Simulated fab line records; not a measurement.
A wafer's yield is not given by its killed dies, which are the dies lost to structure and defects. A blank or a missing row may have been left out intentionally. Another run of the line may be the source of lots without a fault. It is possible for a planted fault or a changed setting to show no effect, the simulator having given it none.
fab line records ; flow n5-finfet
record: lots: 5; wafers: 15; last-day: 17
route steps=1938 shown BEOL_M12@1605
lots with no fault: from the same line, run without faults
start-h: hours from the record's opening day to when the first of the lot's shown wafers began ; wait-h: hours elapsed since this lot's preceding step ; " unchanged from the row above ; L1.1+2: a row that stands for several wafers ; - value missing, or start not given ; * or withheld: withheld ; < > ~ a bound
route shown NAME@n: a module of which the file shows steps, and the number in the route of the first ; usual: mean and standard deviation over wafers with no fault ; same: alike in all rows ; chamber/n: place in a boat ; sites: per-site readings ; _std_site: the standard deviation of these ; _edge_site: the outer-site mean with the inner-site mean subtracted ; radius-mm: for every site, how far away it sits from the centre of the wafer ; mask NAME#n: copy n ; behind: the most recent tool/chamber to have shaped the wafer ; hold: reason for holding the lot/hours on hold/outcome of the hold ; device: the transistor (n, p or np) that didn't switch ; end of line: the route-end tests of the same wafers ; where a step has no rows: the recipe by itself ; killed: the dies lost at the first sort to structure and to defects; this is not the yield of the wafer ; map: shows each die of a wafer: x if killed, . if not, _ if none is there
set.NAME: setting as actually run; set.NAME@STEP: the setting as run at that earlier step ; model.NAME: the simulator's own value behind a step, which no gauge read
lots at selected steps of the route; one table per step, one row per wafer
services: a tool's chamber out of use, with start hour (start-h, from the record's first day; less than 0 if before it), hours out, and reason
== steps ==
step: N5_BEOL_M12_COAT_04
recipe: spin-rpm: 1625; resist-thk-nm: 400
step: N5_BEOL_M12_EBR_06
recipe: solvent: PGMEA; ebr-width-mm: 1.5
step: N5_BEOL_M12_SOFTBAKE_05
recipe: temp-c: 130; time-s: 60
step: N5_BEOL_M12_EXPOSE_07
recipe: mask-id: V11; na: 0.93; source-shape: conventional; sigma-outer: 0.6; polarization: unpolarized; attpsm-phase-deg: 180; dose-mj: 32.5
step: N5_BEOL_M12_PEB_08
recipe: peb-temp-c: 130; peb-time-s: 90
step: N5_BEOL_M12_DEVELOP_09
recipe: develop-time-s: 45; rinse-liquid: diw; dry: air-spin; dev-temp-c: 21
step: N5_BEOL_M12_HARDBAKE_14
recipe: temp-c: 130; time-s: 120
step: N5_BEOL_M12_CD_MEAS_10
recipe: target-cd-nm: 140; landing-energy-ev: 500; detector: se-inlens; polarity: opening
usual: cd-nm: 140.3/1.6
lot.wafer;tool;chamber;start-h;wait-h;cd-nm
L655.2;cd-sem-03;0;279.02;-;139.7
L655.4;cd-sem-03;0;279.02;-;140.1
L655.5;cd-sem-03;0;279.02;-;143.8
L656.1;cd-sem-01;0;286.62;-;139.2
L656.4;cd-sem-01;0;286.62;-;139.8
L656.5;cd-sem-01;0;286.62;-;140.7
L660.3;cd-sem-01;0;307.57;-;140.2
L660.4;cd-sem-01;0;307.57;-;140.8
L660.6;cd-sem-01;0;307.57;-;140.6
L669.1;cd-sem-02;0;363.53;-;140.2
L669.3;cd-sem-02;0;363.53;-;141.4
L669.6;cd-sem-02;0;363.53;-;140.2
L670.2;cd-sem-01;0;380.65;-;140.6
L670.3;cd-sem-01;0;380.65;-;140.1
L670.6;cd-sem-01;0;380.65;-;137.8
step: N5_BEOL_M12_OVL_MEAS_11
recipe: points-per-wafer: 44
usual: V11_OVL: -4/5
lot.wafer;tool;chamber;start-h;wait-h;V11_OVL[nm]
L655.2;overlay-01;0;279.05;0.0;1
L655.4;overlay-01;0;279.05;0.0;-7
L655.5;overlay-01;0;279.05;0.0;-1
L656.1;overlay-02;0;286.65;0.0;-7
L656.4;overlay-02;0;286.65;0.0;-6
L656.5;overlay-02;0;286.65;0.0;-11
L660.3;overlay-02;0;307.60;0.0;-9
L660.4;overlay-02;0;307.60;0.0;1
L660.6;overlay-02;0;307.60;0.0;-1
L669.1;overlay-01;0;363.56;0.0;-8
L669.3;overlay-01;0;363.56;0.0;-5
L669.6;overlay-01;0;363.56;0.0;-6
L670.2;overlay-01;0;380.68;0.0;3
L670.3;overlay-01;0;380.68;0.0;-4
L670.6;overlay-01;0;380.68;0.0;-1
step: N5_BEOL_M12_INSPECT_12
recipe: mode: adi; inspect-instrument: macro
usual: raw-defect-count: 2.0/1.3
lot.wafer;tool;chamber;start-h;wait-h;raw-defect-count
L655.2;defect-inspect-01;-;279.07;0.0;2
L655.4;defect-inspect-01;-;279.07;0.0;1
L655.5;defect-inspect-01;-;279.07;0.0;0
L656.1;defect-inspect-02;-;286.67;0.0;2
L656.4;defect-inspect-02;-;286.67;0.0;2
L656.5;defect-inspect-02;-;286.67;0.0;0
L660.3;defect-inspect-02;-;307.63;0.0;4
L660.4;defect-inspect-02;-;307.63;0.0;0
L660.6;defect-inspect-02;-;307.63;0.0;3
L669.1;defect-inspect-01;-;363.58;0.0;4
L669.3;defect-inspect-01;-;363.58;0.0;1
L669.6;defect-inspect-01;-;363.58;0.0;1
L670.2;defect-inspect-02;-;380.70;0.0;3
L670.3;defect-inspect-02;-;380.70;0.0;3
L670.6;defect-inspect-02;-;380.70;0.0;4
step: N5_BEOL_M12_DESCUM_15
recipe: chemistry: O2; time-s: 7.9; source-power-w: 50; bias-power-w: 20; pressure-mtorr: 20; rf-frequency-hz: 2.712e+07; temp-c: 40; o2-flow-sccm: 225
usual: drypump-motor-current-A: 5.7/0.48; o2-flow-sccm: 225.0/0.64; oes-product-au: 0.81/0.099; rf-fwd-power-W: 49.45/0.21; rf-vpp-V: 243.5/1.8; showerhead-plenum-p-Torr: 2.11/0.11; throttle-valve-pct: 20.38/0.25
same: time-s: 7.9
lot.wafer;tool;chamber;start-h;wait-h;drypump-motor-current-A;o2-flow-sccm;oes-product-au;rf-fwd-power-W;rf-hours-counter-h;rf-vpp-V;showerhead-plenum-p-Torr;throttle-valve-pct
L655.2;rie-diel-01;1;279.45;0.4;6.1;225.1;0.68;49.71;235;242.9;2.04;20.53
L655.4;rie-diel-01;1;279.45;0.4;6.1;224.8;0.68;49.37;-;242.9;2.04;20.54
L655.5;rie-diel-01;2;279.45;0.4;6.4;224.1;0.94;49.45;-;244.4;2.13;19.98
L656.1;rie-diel-01;1;286.71;0.0;6.1;226.1;0.68;49.56;238;243.1;2.04;20.55
L656.4;rie-diel-01;2;286.71;0.0;6.3;225.1;0.92;49.20;13;242.9;2.13;19.98
L656.5;rie-diel-01;1;286.71;0.0;6.1;225.3;0.68;49.36;-;244.3;2.04;20.53
L660.3;rie-diel-01;2;307.66;0.0;6.3;224.6;0.90;49.49;20;245.2;2.13;19.99
L660.4;rie-diel-01;0;307.66;0.0;5.5;224.9;0.74;49.32;132;241.2;2.11;20.37
L660.6;rie-diel-01;2;307.66;0.0;6.3;224.5;0.90;49.30;-;244.2;2.13;19.99
L669.1;rie-diel-06;0;363.62;0.0;6.0;223.7;0.72;49.28;212;244.6;2.18;20.75
L669.3;rie-diel-06;1;363.62;0.0;5.7;224.3;0.85;49.37;47;242.4;2.03;20.27
L669.6;rie-diel-06;0;363.62;0.0;6.0;224.7;0.71;49.16;-;244.2;2.18;20.74
L670.2;rie-diel-05;3;380.74;0.0;5.1;224.2;0.94;49.91;18;240.5;2.04;20.07
L670.3;rie-diel-05;1;380.74;0.0;6.6;224.9;0.87;49.39;82;245.0;2.22;20.65
L670.6;rie-diel-05;2;380.74;0.0;5.4;224.3;0.85;49.51;-;245.0;2.22;20.13
step: N5_BEOL_M12_ETCH_59
recipe: chemistry: N2/H2; target: BARC; target-depth-a: 890; overetch-a: 267; time-s: 67.9; ion-energy-ev: 200; pressure-mtorr: 30; source-w: 840; bias-w: 150; n2-flow-sccm: 200; h2-flow-sccm: 200
usual: drypump-motor-current-A: 5.7/0.48; h2-flow-sccm: 200.0/0.62; oes-product-au: 0.69/0.078; rf-fwd-power-W: 834/3.3; rf-vpp-V: 525/3.3; showerhead-plenum-p-Torr: 2.57/0.12; throttle-valve-pct: 17.9/0.31
same: time-s: 67.9
lot.wafer;tool;chamber;start-h;wait-h;drypump-motor-current-A;h2-flow-sccm;oes-product-au;rf-fwd-power-W;rf-hours-counter-h;rf-vpp-V;showerhead-plenum-p-Torr;throttle-valve-pct
L655.2;rie-diel-01;1;279.49;0.0;6.1;199.9;0.59;837;235;523;2.52;18.3
L655.4;rie-diel-01;1;279.49;0.0;6.1;200.1;0.59;837;-;522;2.52;18.3
L655.5;rie-diel-01;2;279.49;0.0;6.3;199.8;0.80;835;-;526;2.60;17.4
L656.1;rie-diel-01;1;286.74;0.0;6.1;199.3;0.59;831;238;523;2.52;18.3
L656.4;rie-diel-01;2;286.74;0.0;6.4;200.3;0.79;835;13;525;2.59;17.4
L656.5;rie-diel-01;1;286.74;0.0;6.1;199.4;0.59;837;-;521;2.52;18.3
L660.3;rie-diel-01;2;307.69;0.0;6.4;200.1;0.77;830;20;527;2.59;17.4
L660.4;rie-diel-01;0;307.69;0.0;5.5;199.6;0.64;834;132;525;2.55;17.7
L660.6;rie-diel-01;2;307.69;0.0;6.4;200.4;0.77;829;-;525;2.59;17.4
L669.1;rie-diel-06;0;363.65;0.0;6.0;199.9;0.62;831;212;526;2.62;18.1
L669.3;rie-diel-06;1;363.65;0.0;5.8;199.2;0.71;829;47;522;2.49;18.0
L669.6;rie-diel-06;0;363.65;0.0;6.0;199.6;0.62;830;-;527;2.62;18.1
L670.2;rie-diel-05;3;380.77;0.0;5.1;201.2;0.80;835;18;522;2.47;17.4
L670.3;rie-diel-05;1;380.77;0.0;6.6;199.5;0.72;832;82;527;2.70;18.1
L670.6;rie-diel-05;2;380.77;0.0;5.4;199.9;0.72;836;-;528;2.69;17.5
step: N5_BEOL_M12_VIA_ETCH_16
recipe: chemistry: C4F8/O2/Ar; target: SiOC; pressure-mtorr: 30; source-w: 3000; bias-w: 700; Ar_flow_sccm: 400; C4F8_flow_sccm: 15; O2_flow_sccm: 8; he-inner-torr: 15; he-outer-torr: 30; target-depth-a: 7248; time-s: withheld; ion-energy-ev: 250; ends: cleared
usual: C4F8_flow_sccm: 15.00/0.044; drypump-motor-current-A: 5.7/0.48; oes-product-au: 0.73/0.088; rf-fwd-power-W: 2992/8.9; rf-vpp-V: 666/4.2; showerhead-plenum-p-Torr: 3.45/0.15; throttle-valve-pct: 24.20/0.24
lot.wafer;tool;chamber;start-h;wait-h;C4F8_flow_sccm;drypump-motor-current-A;oes-product-au;rf-fwd-power-W;rf-vpp-V;showerhead-plenum-p-Torr;throttle-valve-pct
L655.2;rie-diel-01;1;279.54;0.0;15.04;6.1;0.61;3005;665;3.36;24.40
L655.4;rie-diel-01;1;279.54;0.0;14.98;6.1;0.61;3001;664;3.36;24.40
L655.5;rie-diel-01;2;279.54;0.0;14.96;6.4;0.84;2990;667;3.48;23.78
L656.1;rie-diel-01;1;286.79;0.0;15.04;6.1;0.61;2991;664;3.36;24.38
L656.4;rie-diel-01;2;286.79;0.0;14.92;6.4;0.84;2990;667;3.48;23.79
L656.5;rie-diel-01;1;286.79;0.0;15.02;6.1;0.61;3003;664;3.36;24.41
L660.3;rie-diel-01;2;307.74;0.0;15.04;6.4;1.03;2987;668;3.48;23.85
L660.4;rie-diel-01;0;307.74;0.0;15.05;5.5;0.67;2987;666;3.42;24.05
L660.6;rie-diel-01;2;307.74;0.0;15.01;6.4;1.03;2980;667;3.48;23.85
L669.1;rie-diel-06;0;363.71;0.0;15.05;6.0;0.64;2980;669;3.51;24.26
L669.3;rie-diel-06;1;363.71;0.0;14.99;5.8;0.77;2990;663;3.36;24.30
L669.6;rie-diel-06;0;363.71;0.0;14.96;6.0;0.64;2984;668;3.51;24.28
L670.2;rie-diel-05;3;380.82;0.0;15.02;5.1;0.84;2994;663;3.37;24.05
L670.3;rie-diel-05;1;380.82;0.0;15.01;6.6;0.78;2993;671;3.61;24.47
L670.6;rie-diel-05;2;380.82;0.0;15.00;5.4;0.77;2993;671;3.62;23.99
step: N5_BEOL_M12_STRIP_63
recipe: chemistry: N2/H2; power-w: 1000; temp-c: 250; h2-frac: 0.65; overash-fraction: 0.3; pressure-mtorr: 1000; n2-flow-sccm: 1750; h2-flow-sccm: 3250
usual: drypump-motor-current-A: 5.6/0.32; h2-flow-sccm: 3250/9.2; heater-power-w: 353/39; oes-product-au: 0.693/0.0047; strip-time-to-endpoint-s: 42.4/0.86
lot.wafer;tool;chamber;start-h;wait-h;drypump-motor-current-A;h2-flow-sccm;heater-power-w;oes-product-au;rf-hours-counter-h;strip-time-to-endpoint-s
L655.2;plasma-asher-02;1;279.74;-;5.9;3239;357;0.692;78;44.0
L655.4;plasma-asher-02;1;279.74;-;5.9;3248;348;0.693;-;43.2
L655.5;plasma-asher-02;1;279.74;-;5.9;3258;335;0.697;-;41.6
L656.1;plasma-asher-01;1;286.99;-;6.0;3237;339;0.692;124;43.6
L656.4;plasma-asher-01;1;286.99;-;6.0;3238;338;0.693;-;40.9
L656.5;plasma-asher-01;1;286.99;-;6.0;3236;337;0.688;-;42.7
L660.3;plasma-asher-02;1;307.96;-;5.9;3250;343;0.695;-;41.5
L660.4;plasma-asher-02;0;307.96;-;5.4;3251;303;0.688;-;42.2
L660.6;plasma-asher-02;0;307.96;-;5.4;3246;309;0.699;-;41.6
L669.1;plasma-asher-01;0;363.90;-;5.2;3233;403;0.692;139;43.2
L669.3;plasma-asher-01;1;363.90;-;6.0;3250;340;0.691;-;41.4
L669.6;plasma-asher-01;0;363.90;-;5.2;3245;416;0.695;-;42.6
L670.2;plasma-asher-01;0;381.02;-;5.2;3247;412;0.699;143;43.6
L670.3;plasma-asher-01;0;381.02;-;5.2;3253;412;0.689;-;41.6
L670.6;plasma-asher-01;1;381.02;-;6.0;3257;338;0.693;-;43.2
== services ==
tool;chamber;start-h;hours;kind
rie-diel-01;3;260.69;-;clean
rie-diel-01;3;260.69;-;consumable-replace:focus-ring
rie-diel-01;3;260.69;22.1;scheduled-down
rie-diel-01;3;260.69;22.1;vent-cycle
rie-diel-06;2;288.52;-;clean
rie-diel-06;2;288.52;-;consumable-replace:focus-ring
rie-diel-06;2;288.52;-;consumable-replace:showerhead
rie-diel-06;2;288.52;22.3;scheduled-down
rie-diel-06;2;288.52;22.3;vent-cycle
rie-diel-05;3;297.49;-;clean
rie-diel-05;3;297.49;-;consumable-replace:focus-ring
rie-diel-05;3;297.49;20.9;scheduled-down
rie-diel-05;3;297.49;20.9;vent-cycle
rie-diel-06;3;309.61;11.3;repair
rie-diel-01;1;318.59;-;clean
rie-diel-01;1;318.59;-;consumable-replace:focus-ring
rie-diel-01;1;318.59;20.4;scheduled-down
rie-diel-01;1;318.59;20.4;vent-cycle
rie-diel-01;3;331.39;3.3;repair
rie-diel-06;2;357.44;6.5;repair
rie-diel-05;3;367.90;10.7;repair
== key ==
first-sign: step: N5_BEOL_M12_VIA_ETCH_16; reading: oes-product-au; direction: up; sigmas: 3.4; usual: 0.73; struck: 1.03
effect none on later readings
met-at N5_BEOL_M12_VIA_ETCH_16
struck-wafers L660.3,L660.6
onset-between 286.79 307.74
fault: kind: process-parameter-drift; tool: rie-diel-01; chamber: 2; onset-h: 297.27; steps: N5_BEOL_M12_VIA_ETCH_16; channel: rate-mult; offset: 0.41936; shape: step; end-h: 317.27
